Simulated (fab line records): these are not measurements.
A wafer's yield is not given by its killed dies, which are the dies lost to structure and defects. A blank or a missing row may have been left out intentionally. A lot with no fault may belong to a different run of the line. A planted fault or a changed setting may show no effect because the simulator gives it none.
Chamber matching + flow n5Finfet + N5_BEOL_M3_ETCH_77 on rieDiel-06: 4 sister chambers
The step etches underlayer in N2/H2, target depth 6.5 nm, time 5.2 s. 8 wafers are shown with their chamber, then 7 later ones without.

WAFERS WITH THEIR CHAMBER
| wafer  | chamber | drypumpMotorCurrentA (A) | throttleValvePct (%) |
|--------|---------|--------------------------|----------------------|
| L077.2 | 0       | 6.7                      | 17.35                |
| L079.1 | 2       | 5.9                      | 17.83                |
| L079.4 | 3       | 6.0                      | 17.72                |
| L089.1 | 1       | 5.2                      | 18.02                |
| L089.5 | 1       | 5.2                      | 18.03                |
| L089.6 | 2       | 6.0                      | 17.87                |
| L091.1 | 0       | 6.6                      | 17.37                |
| L091.2 | 3       | 6.0                      | 17.73                |

WAFERS MISSING THEIR CHAMBER
| wafer  | drypumpMotorCurrentA (A) | throttleValvePct (%) |
|--------|--------------------------|----------------------|
| L091.4 | 5.1                      | 18.02                |
| L092.1 | 5.9                      | 17.87                |
| L092.3 | 5.2                      | 18.05                |
| L092.5 | 5.2                      | 18.02                |
| L095.1 | 6.0                      | 17.91                |
| L095.4 | 6.6                      | 17.42                |
| L095.5 | 6.0                      | 17.76                |

WHICH CHAMBER EACH ONE RAN IN
| wafer  | from the rows above | in truth |
|--------|---------------------|----------|
| L091.4 | 1                   | 1        |
| L092.1 | 2                   | 2        |
| L092.3 | 1                   | 1        |
| L092.5 | 1                   | 1        |
| L095.1 | 2                   | 2        |
| L095.4 | 0                   | 0        |
| L095.5 | 3                   | 3        |
Correctly placed: 7 of 7. From these rows, 0 cannot be placed. Number placed wrongly: 0.
How it was worked out, from the rows above alone: a wafer's distance from a chamber is the root of the sum, over the readings, of the square of ((its reading less the chamber's mean) divided by the reading's scatter). The wafer belongs to the nearest chamber; if the next one is less than 2 further off, it can't be placed. For every chamber, the mean is computed from those of its wafers that are shown. How the scatter is found: for the shown wafers, subtract from each reading the mean of its chamber, square and add these, divide the total by (wafers less chambers), then take the root.
